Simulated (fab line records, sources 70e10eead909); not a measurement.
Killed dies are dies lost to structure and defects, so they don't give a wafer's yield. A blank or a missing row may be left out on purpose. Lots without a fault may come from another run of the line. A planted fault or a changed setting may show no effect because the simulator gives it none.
A struck lot beside a sound one | flow nand_harc | 13 steps out of a route of 1159
Sound: wafers L929.3, L929.4, L929.5. Struck: wafers L946.3, L946.6. (L946.5 of the same lot was not struck and is left out.) The cause comes at the end.
At each step with rows: each side's tool, then ch and its chambers, then its first start. Under that, the readings that differ: sound wafers | struck wafers | difference of the means | sigmas: that difference in standard deviations of wafers without a fault.
alike: readings whose means differ by less than 2 such deviations, and words and numbers that are the same on both sides. not compared: withheld readings, readings that some wafer has no value for, bounds like >300 that may hide the same value, and numbers for which the record gives no deviation and whose values overlap.
The two part at a step that has a row with sigmas, a row that says differs or no value, or rows on one side only. Numbers that don't overlap but have no deviation are shown without sigmas and don't part them. A reading that every wafer of one side lacks parts them only if that side has two wafers or more.

first, 2 steps without rows for these wafers: NHARC_A_WL_FILL_CVD_03 (deposits W, target thk 40 nm, time 3302 s); NHARC_A_WL_FILL_ETCHBACK_04 (etches the open film in NF3, target depth 60 nm, time 120 s).
NHARC_A_WL_FILL_ETCHBACK_05: etches the open film in Cl2/BCl3, target depth 22 nm, time 60 s.
  sound on rie_metal-03 ch 0,1, day 17 10:32; struck on rie_metal-01 ch 0,1, day 21 09:22
  alike: drypump_motor_current_A, oes_product_au
  not compared: rf_hours_counter_h
NHARC_A_WL_FILL_STRIP_27: strips in N2/H2, time 20 s.
  sound on plasma_asher-02 ch 0,1, day 17 10:43; struck on plasma_asher-01 ch 1, day 21 09:32
  reading            | sound       | struck  | difference | sigmas
  heater_power_w (W) | 275 299 289 | 396 398 | +109       | +2
  alike: drypump_motor_current_A, rf_refl_power_W
  not compared: rf_hours_counter_h
then, 4 steps without rows for these wafers: NHARC_A_WL_FILL_STRIP_28 (strips in post etch residue remover, time 1200 s); NHARC_A_WL_FILL_PRECLEAN_06 (cleans in DIW, time 300 s); NHARC_A_WL_FILL_SRD_07; NHARC_A_WL_FILL_ANNEAL_08 (time 1800 s).
NHARC_A_WL_FILL_ALD_10: deposits SiO2, target thk 50 nm, pulse time 10 s, ald cycles 500.
  sound on ald_hk-02 ch 2,3, day 17 18:31; struck on ald_hk-02 ch 1,3, day 21 17:10
  alike: heater_power_w, precursor_pulse_height_rel
NHARC_A_WL_FILL_ETCHBACK_16: etches the open film in C4F8/O2/Ar, target depth 88 nm, time 17.6 s.
  sound on rie_diel-06 ch 0,2,3; struck on rie_diel-09 ch 0,3
  alike: oes_product_au, rf_vpp_V
  not compared: rf_hours_counter_h
NHARC_A_WL_FILL_STRIP_29: strips in O2, time 20 s.
  sound on rie_diel-06 ch 1,3, day 17 22:44; struck on rie_diel-09 ch 1,3, day 21 20:22
  reading                         | sound          | struck    | difference | sigmas
  showerhead_plenum_p_Torr (Torr) | 3.34 3.44 3.44 | 3.74 3.74 | +0.33      | +3
  alike: drypump_motor_current_A, oes_product_au, rf_vpp_V, throttle_valve_pct
  not compared: rf_hours_counter_h
NHARC_A_WL_FILL_ETCHBACK_17: etches the open film in Cl2/BCl3, target depth 4 nm, time 26.7 s.
  sound on rie_metal-02 ch 0,1, day 17 22:52; struck on rie_metal-01 ch 0, day 21 20:29
  reading               | sound             | struck      | difference | sigmas
  oes_product_au (a.u.) | 1.000 1.012 1.016 | 0.844 0.849 | -0.163     | -15
  alike: drypump_motor_current_A
  not compared: rf_hours_counter_h
then, 1 step without rows for these wafers: NHARC_A_WL_FILL_PRECLEAN_18 (cleans in dHF, time 30 s).

WHERE THEY PART
First at NHARC_A_WL_FILL_STRIP_27; last, within this record, at NHARC_A_WL_FILL_ETCHBACK_17.

WHY: what the simulator had put in
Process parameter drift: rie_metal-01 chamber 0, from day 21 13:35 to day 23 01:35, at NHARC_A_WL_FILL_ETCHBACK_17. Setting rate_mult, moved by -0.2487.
